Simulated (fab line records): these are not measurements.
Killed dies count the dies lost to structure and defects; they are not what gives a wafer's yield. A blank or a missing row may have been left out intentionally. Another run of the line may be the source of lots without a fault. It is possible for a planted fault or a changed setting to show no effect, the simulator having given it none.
fab line records | flow n5-finfet
[record] lots = 4 | wafers = 12 | last-day = 17
route steps=1938 shown BEOL_M5@1151 BEOL_M15@1830
lots that met no fault: from a run of the same line without faults
start-h: hours from the record's opening day to when the first of the lot's shown wafers began | wait-h: time in hours since the lot's previous step | " the same as in the row above | L1.1+2: a single row standing in for several wafers | - no value, or no start was given | * or withheld: withheld | < > ~ a bound
route shown NAME@n: NAME is a module with steps in the file, n the number in the route of the first one | usual: the fault-free wafers' mean and standard deviation | same: alike in all rows | chamber/n: place in a boat | sites: each site's reading | _std_site: the standard deviation of these | _edge_site: inner sites' mean taken away from outer sites' mean | radius-mm: how far each site lies from the wafer's centre | mask NAME#n: copy n | behind: the tool/chamber that last shaped the wafer | hold: reason for holding the lot/hours on hold/outcome of the hold | device: the transistor (n, p or np) that didn't switch | end of line: tests of these same wafers at the route's end | step lacking rows: just its recipe | killed: dies that structure and defects cost at the first sort, which is not the same as the wafer's yield | map: the dies of a wafer, with x for killed, . for not killed, _ for no die there
set.NAME: the setting as run; set.NAME@STEP: as run at that earlier step | model.NAME: the simulator's own value behind a step, which no gauge read
lots at some steps of the route; a table a step, a row a wafer
services: from which hour (start-h, from the record's first day; less than 0 if before it) a tool's chamber was out of use, for how many hours, and why
[[steps]]
[step N5_BEOL_M5_DESCUM_33]
[recipe] chemistry = O2 | time-s = 7 | source-power-w = 50 | bias-power-w = 20 | pressure-mtorr = 20 | rf-frequency-hz = 2.712e+07 | temp-c = 40 | resist = CAR-EUV | o2-flow-sccm = 225
[step N5_BEOL_M5_ETCH_75]
[recipe] chemistry = N2/H2 | target = underlayer | target-depth-a = 65 | mask-material = CAR-EUV | time-s = 5.2 | ion-energy-ev = 200 | pressure-mtorr = 30 | source-w = 840 | bias-w = 150 | n2-flow-sccm = 200 | h2-flow-sccm = 200 | ends = cleared
[step N5_BEOL_M5_ETCH_67]
[recipe] chemistry = CF4 | target = SiARC | target-depth-a = 156 | mask-material = CAR-EUV | time-s = 26 | ion-energy-ev = 80 | pressure-mtorr = 40 | source-w = 545 | bias-w = 36 | Ar_flow_sccm = 100 | cf4-flow-sccm = 100 | ends = cleared
[step N5_BEOL_M5_ETCH_68]
[recipe] chemistry = N2/H2 | target = SOC | target-depth-a = 800 | overetch-a = 160 | mask-material = SiARC | temp-c = 40 | time-s = 120 | ion-energy-ev = 200 | pressure-mtorr = 30 | source-w = 840 | bias-w = 150 | n2-flow-sccm = 200 | h2-flow-sccm = 200
[step N5_BEOL_M5_STRIP_69]
[recipe] chemistry = N2/H2 | temp-c = 40 | n2-flow-sccm = 200 | h2-flow-sccm = 200 | rf-frequency-hz = 6e+07
[step N5_BEOL_M5_STRIP_76]
[recipe] chemistry = N2/H2 | temp-c = 40 | n2-flow-sccm = 200 | h2-flow-sccm = 200 | rf-frequency-hz = 6e+07
[step N5_BEOL_M5_VIA_ETCH_34]
[recipe] chemistry = C4F6/O2 | target = SiCOH_lowk | target-depth-a = 883 | mask-material = SOC | taper-deg = 4 | time-s = 39.2 | ion-energy-ev = 250 | pressure-mtorr = 30 | source-w = 345 | bias-w = 185 | Ar_flow_sccm = 300 | C4F6_flow_sccm = 10 | O2_flow_sccm = 10
[step N5_BEOL_M5_STRIP_85]
[recipe] chemistry = C4F6/O2 | resist = SiARC | rf-frequency-hz = 6e+07
[step N5_BEOL_M5_STRIP_36]
[recipe] chemistry = N2/H2 | power-w = 450 | temp-c = 40 | pressure-mtorr = 20 | rf-frequency-hz = 6e+07 | overash-fraction = 0.3 | bias-power-w = 7 | h2-frac = 0.5 | n2-flow-sccm = 200 | h2-flow-sccm = 200
[step N5_BEOL_M5_TRENCH_ETCH_37]
[recipe] chemistry = C4F6/O2 | target-depth-a = 716.52 | target = SiCOH_lowk | time-s = 24.7 | ion-energy-ev = 250 | pressure-mtorr = 30 | source-w = 345 | bias-w = 185 | Ar_flow_sccm = 300 | C4F6_flow_sccm = 10 | O2_flow_sccm = 10
[usual] O2_flow_sccm = 10.00/0.032 | drypump-motor-current-A = 5.7/0.45 | oes_ar_750_au = 0.79/0.082 | oes_f_703_au = 0.78/0.09 | oes-product-au = 0.79/0.085 | rf-fwd-power-W = 339.0/1.8 | rf-vpp-V = 675/28 | showerhead-plenum-p-Torr = 2.85/0.09 | throttle-valve-pct = 20.99/0.2
lot.wafer | tool        | chamber | start-h | wait-h | O2_flow_sccm | drypump-motor-current-A | oes_ar_750_au | oes_f_703_au | oes-product-au | rf-fwd-power-W | rf-hours-counter-h | rf-vpp-V | showerhead-plenum-p-Torr | throttle-valve-pct | model.etch.depth-nm | model.BEOL_M5.feature-depth-nm
L972.2    | rie-diel-06 | 2       | 222.26  | -      | 10.00        | 6.1                     | 0.70          | 0.70         | 0.68           | 340.6          | 232                | 652      | 2.79                     | 20.96              | 68.79               | 68.8
L972.3    | "           | 3       | "       | "      | 10.02        | 6.2                     | 0.86          | 0.83         | 0.86           | 338.8          | 47                 | 679      | 2.92                     | 20.96              | 71.21               | 71.2
L972.5    | "           | 3       | "       | "      | 9.96         | 6.2                     | 0.85          | 0.84         | 0.86           | 338.1          | -                  | 678      | 2.92                     | 20.96              | 71.69               | 71.6
L977.2    | rie-diel-06 | 0       | 249.12  | -      | 9.96         | 5.2                     | 0.68          | 0.55         | 0.74           | 259.5          | 95                 | 763      | 2.75                     | 20.71              | 61.27               | 61.2
L977.3    | "           | 3       | "       | "      | 10.02        | 6.2                     | 0.72          | 0.58         | 0.80           | 254.9          | 57                 | 780      | 2.91                     | 20.94              | 64.77               | 64.8
L977.5    | "           | 2       | "       | "      | 9.94         | 6.0                     | 0.60          | 0.49         | 0.63           | 259.8          | -                  | 751      | 2.78                     | 20.94              | 62.61               | 62.6
L978.4    | rie-diel-06 | 0       | 256.58  | -      | 10.05        | 5.2                     | 0.67          | 0.54         | 0.73           | 259.5          | 99                 | 763      | 2.75                     | 20.73              | 60.64               | 60.6
L978.5    | "           | 0       | "       | "      | 10.02        | 5.2                     | 0.68          | 0.55         | 0.73           | 258.7          | -                  | 763      | 2.75                     | 20.73              | 60.41               | 60.4
L978.6    | "           | 1       | "       | "      | 10.03        | 5.7                     | 0.60          | 0.48         | 0.67           | 253.2          | -                  | 822      | 2.79                     | 20.97              | 64.1                | 64.2
L984.3    | rie-diel-03 | 1       | 307.39  | -      | 9.95         | 5.4                     | 0.82          | 0.78         | 0.84           | 340.6          | 56                 | 720      | 3.01                     | 21.07              | 70.88               | 70.8
L984.5    | "           | 1       | "       | "      | 10.01        | 5.4                     | 0.82          | 0.79         | 0.84           | 339.9          | -                  | 719      | 3.01                     | 21.05              | 70.76               | 70.8
L984.6    | "           | 0       | "       | "      | 10.03        | 5.1                     | 0.68          | 0.65         | 0.69           | 337.2          | -                  | 714      | 2.83                     | 21.16              | 69.72               | 69.8
[step N5_BEOL_M5_ETCH_41]
[recipe] chemistry = CH3F/O2 | target = SiCN | target-depth-a = 315 | taper-deg = 2 | time-s = 56.7 | ion-energy-ev = 120 | mask-material = TiN | pressure-mtorr = 30 | source-w = 395 | bias-w = 75 | Ar_flow_sccm = 150 | CH3F_flow_sccm = 30 | O2_flow_sccm = 20
[step N5_BEOL_M5_STRIP_91]
[recipe] chemistry = N2/H2 | time-s = 10 | power-w = 450 | temp-c = 40 | pressure-mtorr = 20 | rf-frequency-hz = 6e+07 | bias-power-w = 7 | n2-flow-sccm = 200 | h2-flow-sccm = 200
[step N5_BEOL_M5_OCD_MEAS_38]
[usual] trench-depth-nm = 71.1/2
lot.wafer | tool   | chamber | start-h | wait-h | trench-depth-nm
L972.2    | ocd-01 | -       | 222.41  | -      | 69.4
L972.3    | "      | -       | "       | "      | 70.8
L972.5    | "      | -       | "       | "      | 71.4
L977.2    | ocd-01 | -       | 249.27  | -      | 61.2
L977.3    | "      | -       | "       | "      | 64.2
L977.5    | "      | -       | "       | "      | 62.6
L978.4    | ocd-01 | -       | 256.74  | -      | 61.0
L978.5    | "      | -       | "       | "      | 60.8
L978.6    | "      | -       | "       | "      | 63.8
L984.3    | ocd-02 | -       | 307.55  | -      | 71.1
L984.5    | "      | -       | "       | "      | 70.7
L984.6    | "      | -       | "       | "      | 69.8
[step N5_BEOL_M5_HM_STRIP_39]
[recipe] chemistry = peroxide-tin-strip | material = TiN | target-depth-a = 250 | temp-c = 50 | time-s = 158
[step N5_BEOL_M5_SRD_40]
[recipe] time-s = 30 | temp-c = 23 | rinse-liquid = diw | dry = ipa-marangoni
[step N5_BEOL_M5_PRECLEAN_42]
[recipe] chemistry = residue-remover | time-s = 60 | temp-c = 40
[step N5_BEOL_M5_SRD_43]
[recipe] time-s = 30 | temp-c = 23 | rinse-liquid = diw | dry = ipa-marangoni
[step N5_BEOL_M5_CURE_80]
[recipe] temp-c = 370 | time-s = 120 | ambient = DMADMS/He | material = SiCOH_lowk
[step N5_BEOL_M5_DEGAS_44]
[recipe] ambient = vacuum | temp-c = 250 | time-s = 60
[step N5_BEOL_M5_PRE_CLEAN_45]
[recipe] gas = H2/He | time-s = 30 | temp-c = 250
[step N5_BEOL_M5_ALD_86]
[recipe] material = TaN | target-thk-a = * | temp-c = 275 | ald-precursor-family = PDMAT | ald-co-reactant = NH3 | pressure-torr = 3 | carrier-flow-sccm = 1500 | pulse-time-s = 2 | purge-time-s = 3 | co-reactant-purge-time-s = 2 | co-reactant-pulse-time-s = 3 | ald-cycles = 30 | precursor-vessel-temp-c = 75 | precursor-vessel-pressure-torr = 26.25 | precursor-vessel-carrier-sccm = 1000
[step N5_BEOL_M5_SURFACE_TREAT_87]
[recipe] gas = Ar | time-s = * | ion-energy-ev = * | ion-current-ma-cm2 = 0.5 | pressure-mtorr = * | ar-flow-sccm = 30
[step N5_BEOL_M5_CVD_47]
[recipe] material = Co | target-thk-a = 30 | temp-c = withheld | precursor = CCTBA/H2 | pressure-torr = 30 | time-s = 216
[step N5_BEOL_M5_SPUTTER_48]
[recipe] material = Cu | target-thk-a = 150 | temp-c = -20 | chamber-pressure-pa = 0.07 | power-w = withheld | time-s = 27.62
[step N5_BEOL_M5_ANNEAL_49]
[recipe] temp-c = 400 | time-s = 1800 | ambient = vacuum
[step N5_BEOL_M5_SPUTTER_81]
[recipe] material = Cu | target-thk-a = 150 | temp-c = -20 | chamber-pressure-pa = 0.07 | power-w = withheld | time-s = 27.62
[step N5_BEOL_M5_ANNEAL_82]
[recipe] temp-c = 400 | time-s = 1800 | ambient = vacuum
[step N5_BEOL_M5_SPUTTER_83]
[recipe] material = Cu | target-thk-a = 150 | temp-c = -20 | chamber-pressure-pa = 0.07 | power-w = withheld | time-s = 27.62
[step N5_BEOL_M5_ANNEAL_84]
[recipe] temp-c = 400 | time-s = 1800 | ambient = vacuum
[step N5_BEOL_M5_SPUTTER_88]
[recipe] material = Cu | target-thk-a = 150 | temp-c = -20 | chamber-pressure-pa = 0.07 | power-w = withheld | time-s = 27.62
[step N5_BEOL_M5_ANNEAL_89]
[recipe] temp-c = 400 | time-s = 1800 | ambient = vacuum
[step N5_BEOL_M5_SPUTTER_90]
[recipe] material = Cu | target-thk-a = 45 | temp-c = -20 | chamber-pressure-pa = 0.07 | power-w = withheld | time-s = 8.29
[step N5_BEOL_M5_ECD_50]
[recipe] material = Cu | target-thk-a = 3000
[step N5_BEOL_M5_ANNEAL_51]
[recipe] temp-c = 225 | time-s = 90 | ambient = N2
[step N5_BEOL_M5_CMP_52]
[recipe] stop-on = SiCOH_lowk | t-overpolish-s = 6.9 | down-force-psi = 1 | platen-rpm = 50 | clearing-platen-down-force-psi = 1.5 | clearing-platen-rpm = 50 | post-cmp-clean = cu-alkaline | target-thk-nm = 62 | clearing-platen-pad-velocity-m-s = 0.99484 | pad-velocity-m-s = 0.99484
[usual] barrier-field-endpoint-s = 24.3/0.64 | edge-zone-pressure-frac = 0.999/0.0042 | motor-current-A = 6.2/0.8 | overpolish-run-s = 6.901/0.0099 | time-to-endpoint-s = 62/3.4
lot.wafer | tool   | chamber | start-h | wait-h | barrier-field-endpoint-s | edge-zone-pressure-frac | motor-current-A | overpolish-run-s | time-to-endpoint-s | model.Cu_of_BEOL_M5_ECD_50.thk-nm
L972.2    | cmp-01 | 1       | 228.90  | 0.2    | 24.6                     | 0.996                   | 6.9             | 6.899            | 58                 | 56.8
L972.3    | "      | 0       | "       | "      | 24.6                     | 1.001                   | 5.8             | 6.903            | 62                 | 60.2
L972.5    | "      | 2       | "       | "      | 24.6                     | 1.006                   | 4.9             | 6.919            | 57                 | 58.2
L977.3    | cmp-02 | 2       | 255.58  | 0.2    | 23.8                     | 0.997                   | 6.6             | 6.905            | 56                 | 53.6
L977.2    | "      | 3       | "       | "      | 25.4                     | 1.001                   | 6.0             | 6.903            | 66                 | 52.2
L977.5    | "      | 2       | "       | "      | 24.2                     | 1.000                   | 6.1             | 6.923            | 58                 | 52.8
L978.4    | cmp-03 | 0       | 263.74  | 0.2    | 23.9                     | 1.001                   | 7.5             | 6.887            | 63                 | 50.4
L978.5    | "      | 3       | "       | "      | 24.9                     | 0.992                   | 6.1             | 6.905            | 66                 | 51.2
L978.6    | "      | 0       | "       | "      | 24.3                     | 0.999                   | 7.4             | 6.907            | 65                 | 54.6
L984.3    | cmp-03 | 1       | 315.44  | 0.2    | 24.3                     | 0.997                   | 6.3             | 6.907            | 60                 | 60
L984.6    | "      | 0       | "       | "      | 24.2                     | 1.004                   | 7.5             | 6.884            | 59                 | 58.4
L984.5    | "      | 1       | "       | "      | 24.0                     | 1.004                   | 6.0             | 6.899            | 60                 | 60.6
[step N5_BEOL_M5_THK_MEAS_53]
[recipe] thk-meas-gauge = xrf | reads = Cu_of_BEOL_M5_ECD_50
[usual] M5_THK = 61.5/2.3
lot.wafer | tool          | chamber | start-h | wait-h | M5_THK[nm]
L972.2    | film-metro-01 | -       | 229.20  | -      | 57.0
L972.3    | "             | -       | "       | "      | 60.3
L972.5    | "             | -       | "       | "      | 58.4
L977.2    | film-metro-01 | -       | 255.87  | -      | 52.7
L977.3    | "             | -       | "       | "      | 54.0
L977.5    | "             | -       | "       | "      | 53.1
L978.4    | film-metro-02 | -       | 263.99  | -      | 50.8
L978.5    | "             | -       | "       | "      | 51.6
L978.6    | "             | -       | "       | "      | 55.1
L984.3    | film-metro-02 | -       | 315.70  | -      | 60.0
L984.5    | "             | -       | "       | "      | 60.9
L984.6    | "             | -       | "       | "      | 58.9
[step N5_BEOL_M5_PRE_CLEAN_77]
[recipe] gas = NH3/H2 | time-s = 15 | temp-c = * | rf-power-w = 300
[step N5_BEOL_M5_CO_CAP_78]
[recipe] material = Co | target-thk-a = 20 | temp-c = 200 | precursor = CCTBA/H2 | pressure-torr = 30 | time-s = 102.1
[step N5_BEOL_M5_RS_MEAS_57]
[recipe] thk-meas-gauge = four-point-probe | reads = Co_of_BEOL_M5_CO_CAP_78+Cu_of_BEOL_M5_ECD_50+Co_of_BEOL_M5_CVD_47+TaN_of_BEOL_M5_ALD_86
[usual] M5_RS = 0.393/0.018
lot.wafer | tool          | chamber | start-h | wait-h | M5_RS[ohm/sq]
L972.2    | film-metro-01 | -       | 229.47  | 0.1    | 0.430
L972.3    | "             | -       | "       | "      | 0.402
L972.5    | "             | -       | "       | "      | 0.417
L977.2    | film-metro-02 | -       | 256.13  | 0.1    | 0.476
L977.3    | "             | -       | "       | "      | 0.463
L977.5    | "             | -       | "       | "      | 0.471
L978.4    | film-metro-02 | -       | 264.26  | 0.0    | 0.498
L978.5    | "             | -       | "       | "      | 0.489
L978.6    | "             | -       | "       | "      | 0.453
L984.3    | film-metro-01 | -       | 315.96  | 0.1    | 0.403
L984.5    | "             | -       | "       | "      | 0.397
L984.6    | "             | -       | "       | "      | 0.417
[step N5_BEOL_M15_RC_MEAS_101]
[usual] COMB_M10 = 1.43e-11/2.9e-12 | COMB_M10_max_site = 2e-11/4.6e-12 | COMB_M11 = 1.4e-11/3.1e-12 | COMB_M12 = 6.1e-12/1.4e-12 | COMB_M13 = 4.5e-12/1.2e-12 | COMB_M13_max_site = 6.5e-12/1.8e-12 | COMB_M14 = 3.4e-12/9.4e-13 | COMB_M14_max_site = 4.9e-12/1.3e-12 | COMB_M15 = 2.3e-12/8.5e-13 | COMB_M15_max_site = 3.5e-12/1.1e-12 | COMB_M5 = 3.6e-11/8.3e-12 | COMB_M5_max_site = 5.3e-11/1.4e-11 | COMB_M6 = 2.6e-11/5.8e-12 | COMB_M7 = 2.6e-11/5.4e-12 | COMB_M8 = 2.6e-11/5.5e-12 | COMB_M9 = 1.44e-11/2.9e-12 | SERP_M10 = 3.09/0.11 | SERP_M11 = 3.11/0.11 | SERP_M12 = 0.637/0.02 | SERP_M13 = 0.311/0.0072 | SERP_M13_max_site = 0.314/0.0074 | SERP_M14 = 0.163/0.0067 | SERP_M5 = 38.4/2.4 | SERP_M5_max_site = 39.8/2.5 | SERP_M6 = 14.1/0.82 | SERP_M7 = 14.2/0.83 | SERP_M8 = 14.0/0.65 | SERP_M9 = 3.12/0.12
lot.wafer | tool      | chamber | start-h | wait-h | COMB_M10[S/m] | COMB_M10_max_site[S/m] | COMB_M11[S/m] | COMB_M12[S/m] | COMB_M13[S/m] | COMB_M13_max_site[S/m] | COMB_M14[S/m] | COMB_M14_max_site[S/m] | COMB_M15[S/m] | COMB_M15_max_site[S/m] | COMB_M5[S/m] | COMB_M5_max_site[S/m] | COMB_M6[S/m] | COMB_M7[S/m] | COMB_M8[S/m] | COMB_M9[S/m] | SERP_M10[ohm/um] | SERP_M11[ohm/um] | SERP_M12[ohm/um] | SERP_M13[ohm/um] | SERP_M13_max_site[ohm/um] | SERP_M14[ohm/um] | SERP_M5[ohm/um] | SERP_M5_max_site[ohm/um] | SERP_M6[ohm/um] | SERP_M7[ohm/um] | SERP_M8[ohm/um] | SERP_M9[ohm/um]
L972.2    | prober-02 | 0       | 308.95  | 0.2    | 1.43e-11      | 2e-11                  | 1.3e-11       | 5.7e-12       | 5.5e-12       | 7.8e-12                | 4.2e-12       | 5.9e-12                | 2.4e-12       | 3.5e-12                | 3.8e-11      | 4.9e-11               | 1.6e-11      | 2.5e-11      | 2.2e-11      | 1.54e-11     | 3.11             | 3.24             | 0.639            | 0.308            | 0.312                     | 0.171            | 41.8            | 43.9                     | 14.4            | 15.1            | 13.3            | 3.16
L972.3    | "         | 0       | "       | "      | 1.87e-11      | 2.3e-11                | 1.7e-11       | 5.9e-12       | 5.2e-12       | 6.6e-12                | 4.6e-12       | 5.6e-12                | 3e-12         | 4.4e-12                | 4.3e-11      | 5.9e-11               | 2.4e-11      | 1.8e-11      | 2.1e-11      | 1.23e-11     | 2.98             | 2.98             | 0.647            | 0.304            | 0.307                     | 0.171            | 37.4            | 39.1                     | 13.7            | 15.0            | 13.6            | 3.09
L972.5    | "         | 0       | "       | "      | 1.64e-11      | 2.4e-11                | 1.2e-11       | 3.9e-12       | 5.3e-12       | 8.2e-12                | 3.2e-12       | 4e-12                  | 3e-12         | 3.6e-12                | 4.6e-11      | 7.4e-11               | 2.6e-11      | 2.4e-11      | 2.2e-11      | 1.17e-11     | 3.03             | 3.02             | 0.675            | 0.306            | 0.312                     | 0.171            | 40.2            | 42.4                     | 13.1            | 13.5            | 13.8            | 3.18
L977.2    | prober-01 | 0       | 326.78  | 0.8    | 1.4e-11       | 2.3e-11                | 1.9e-11       | 5.1e-12       | 3e-12         | 3.9e-12                | 2.7e-12       | 5.1e-12                | 1.6e-12       | 3.5e-12                | 3.5e-11      | 5.4e-11               | 2.8e-11      | 2.5e-11      | 2.5e-11      | 1.3e-11      | 3.10             | 2.97             | 0.645            | 0.313            | 0.317                     | 0.160            | 45.8            | 47.8                     | 13.3            | 15.1            | 14.7            | 2.95
L977.3    | "         | 0       | "       | "      | 1.05e-11      | 1.9e-11                | 1.2e-11       | 4.2e-12       | 3.2e-12       | 3.8e-12                | 2.9e-12       | 4.3e-12                | 2.9e-12       | 4.2e-12                | 3.8e-11      | 5.7e-11               | 3.8e-11      | 3e-11        | 2.1e-11      | 1.24e-11     | 3.34             | 3.17             | 0.646            | 0.325            | 0.327                     | 0.155            | 46.1            | 47.2                     | 14.0            | 14.8            | 13.2            | 3.06
L977.5    | "         | 0       | "       | "      | 1.53e-11      | 2.3e-11                | 1.8e-11       | 6e-12         | 2.7e-12       | 3.4e-12                | 2.6e-12       | 4.4e-12                | 1.6e-12       | 2.7e-12                | 3.9e-11      | 5.7e-11               | 3.6e-11      | 2.6e-11      | 3.3e-11      | 1.44e-11     | 3.17             | 2.91             | 0.610            | 0.319            | 0.322                     | 0.167            | 43.3            | 44.5                     | 15.1            | 13.4            | 13.8            | 3.12
L978.4    | prober-02 | 0       | 334.81  | 0.5    | 1.54e-11      | 2.2e-11                | 1.1e-11       | 7.2e-12       | 3.8e-12       | 6.3e-12                | 3.6e-12       | 4.9e-12                | 1.8e-12       | 2.6e-12                | 4.1e-11      | 5.1e-11               | 2.3e-11      | 3.8e-11      | 2.8e-11      | 2.18e-11     | 2.97             | 3.19             | 0.675            | 0.308            | 0.310                     | 0.165            | 47.0            | 48.9                     | 14.4            | 13.6            | 14.2            | 3.04
L978.5    | "         | 0       | "       | "      | 1.26e-11      | 1.9e-11                | 1.2e-11       | 7.9e-12       | 5.6e-12       | 7.2e-12                | 6.3e-12       | 6.8e-12                | 2.8e-12       | 3.6e-12                | 3.1e-11      | 5e-11                 | 2.8e-11      | 2.2e-11      | 2.1e-11      | 1.83e-11     | 3.07             | 3.12             | 0.670            | 0.314            | 0.318                     | 0.169            | 48.6            | 49.6                     | 15.5            | 13.0            | 13.4            | 3.24
L978.6    | "         | 0       | "       | "      | 1.31e-11      | 1.7e-11                | 1.6e-11       | 6.9e-12       | 4.1e-12       | 5e-12                  | 3.1e-12       | 4.1e-12                | 3.1e-12       | 3.9e-12                | 3.2e-11      | 3.6e-11               | 2.8e-11      | 2.4e-11      | 2.8e-11      | 2.01e-11     | 3.11             | 3.00             | 0.648            | 0.314            | 0.316                     | 0.161            | 44.4            | 45.6                     | 13.8            | 14.0            | 13.3            | 3.13
L984.3    | prober-01 | 0       | 392.90  | 0.3    | 1.14e-11      | 1.4e-11                | 1.8e-11       | 5.1e-12       | 3.2e-12       | 5.2e-12                | 2.5e-12       | 3.7e-12                | 2.1e-12       | 3.1e-12                | 3e-11        | 3.7e-11               | 2.7e-11      | 2.7e-11      | 3.3e-11      | 1.23e-11     | 3.01             | 3.39             | 0.642            | 0.306            | 0.310                     | 0.160            | 36.3            | 38.1                     | 13.9            | 14.5            | 14.7            | 3.13
L984.5    | "         | 0       | "       | "      | 1.87e-11      | 2.3e-11                | 1.6e-11       | 5.9e-12       | 3.8e-12       | 4.8e-12                | 2.9e-12       | 3.9e-12                | 2e-12         | 3.5e-12                | 3.5e-11      | 6.8e-11               | 2.4e-11      | 3e-11        | 2.9e-11      | 1.08e-11     | 3.07             | 3.23             | 0.630            | 0.306            | 0.310                     | 0.165            | 40.2            | 41.3                     | 14.5            | 15.3            | 14.1            | 3.11
L984.6    | "         | 0       | "       | "      | 1.51e-11      | 2.6e-11                | 1.5e-11       | 4e-12         | 5.2e-12       | 7.5e-12                | 3.6e-12       | 5.1e-12                | 9e-13         | 2e-12                  | 4.3e-11      | 5.4e-11               | 1.8e-11      | 3.3e-11      | 2.2e-11      | 1.55e-11     | 2.90             | 3.06             | 0.657            | 0.301            | 0.302                     | 0.154            | 38.9            | 40.6                     | 13.9            | 14.1            | 14.7            | 3.23
// sites SERP_M5 radius-mm=0,75,75,75,75,140,140,140,140
L972.2 39.9 41.8 41.2 41.8 41.0 43.7 43.9 43.8 43.4
L977.2 45.5 46.3 47.8 47.3 46.3 44.6 45.8 45.2 44.8
L978.4 48.9 48.1 47.0 48.9 47.6 46.2 46.1 44.4 45.8
L984.3 36.0 36.5 36.4 35.5 36.3 36.3 36.3 36.3 38.1
[[services]]
tool        | chamber | start-h | hours | kind
cmp-01      | -       | 213.14  | 15.0  | pm
rie-diel-03 | -       | 239.00  | 15.6  | pm
cmp-01      | -       | 241.18  | 2.2   | pm
cmp-01      | -       | 243.90  | 4.0   | pm
cmp-01      | -       | 247.90  | -     | consumable-replace:conditioner
cmp-01      | -       | 247.90  | -     | consumable-replace:pad
cmp-02      | -       | 248.06  | 0.8   | repair
cmp-02      | -       | 252.76  | 2.7   | repair
cmp-01      | -       | 260.80  | 0.8   | repair
cmp-02      | -       | 263.10  | 2.0   | repair
rie-diel-06 | 0       | 267.66  | 4.5   | repair
rie-diel-06 | 2       | 272.21  | -     | clean
rie-diel-06 | 2       | 272.21  | -     | consumable-replace:focus-ring
rie-diel-06 | 2       | 272.21  | 23.9  | scheduled-down
rie-diel-06 | 2       | 272.21  | 23.9  | vent-cycle
cmp-03      | -       | 281.13  | 8.0   | repair
rie-diel-03 | 2       | 296.51  | 115.9 | repair
cmp-02      | -       | 303.32  | 1.6   | repair
cmp-02      | -       | 307.52  | 0.3   | repair
[[key]]
[first-sign] step = N5_BEOL_M5_TRENCH_ETCH_37 | reading = rf-fwd-power-W | direction = down | sigmas = 46 | usual = * | struck = *
[effect] step = N5_BEOL_M5_TRENCH_ETCH_37 | reading = rf-vpp-V | direction = up | sigmas = 3.5 | usual = 675 | struck = 774
[effect] step = N5_BEOL_M5_OCD_MEAS_38 | reading = trench-depth-nm | direction = down | sigmas = 4.5 | usual = 71.1 | struck = 62.3
[effect] step = N5_BEOL_M5_THK_MEAS_53 | reading = M5_THK | direction = down | sigmas = 3.8 | usual = 61.5 | struck = 52.9
[effect] step = N5_BEOL_M5_RS_MEAS_57 | reading = M5_RS | direction = up | sigmas = 4.6 | usual = 0.393 | struck = 0.475
[effect] step = N5_BEOL_M15_RC_MEAS_101 | reading = SERP_M5 | direction = up | sigmas = 3.2 | usual = 38.4 | struck = 45.9
[model-effect] step = N5_BEOL_M5_TRENCH_ETCH_37 | value = etch.depth-nm | without = 69.27 | struck = 62.3
[model-effect] step = N5_BEOL_M5_CMP_52 | value = Cu_of_BEOL_M5_ECD_50.thk-nm | without = 59.4 | struck = 52.47
met-at N5_BEOL_M5_TRENCH_ETCH_37
struck-wafers L977.2,L977.3,L977.5,L978.4,L978.5,L978.6
onset-between 222.26 249.12
[fault] kind = process-parameter-drift | tool = rie-diel-06 | chamber = - | onset-h = 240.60 | steps = N5_BEOL_M5_TRENCH_ETCH_37 | channel = source-w | offset = -82.8 | shape = step | end-h = 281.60 | acts-in = these-recipes-only | stated = 345
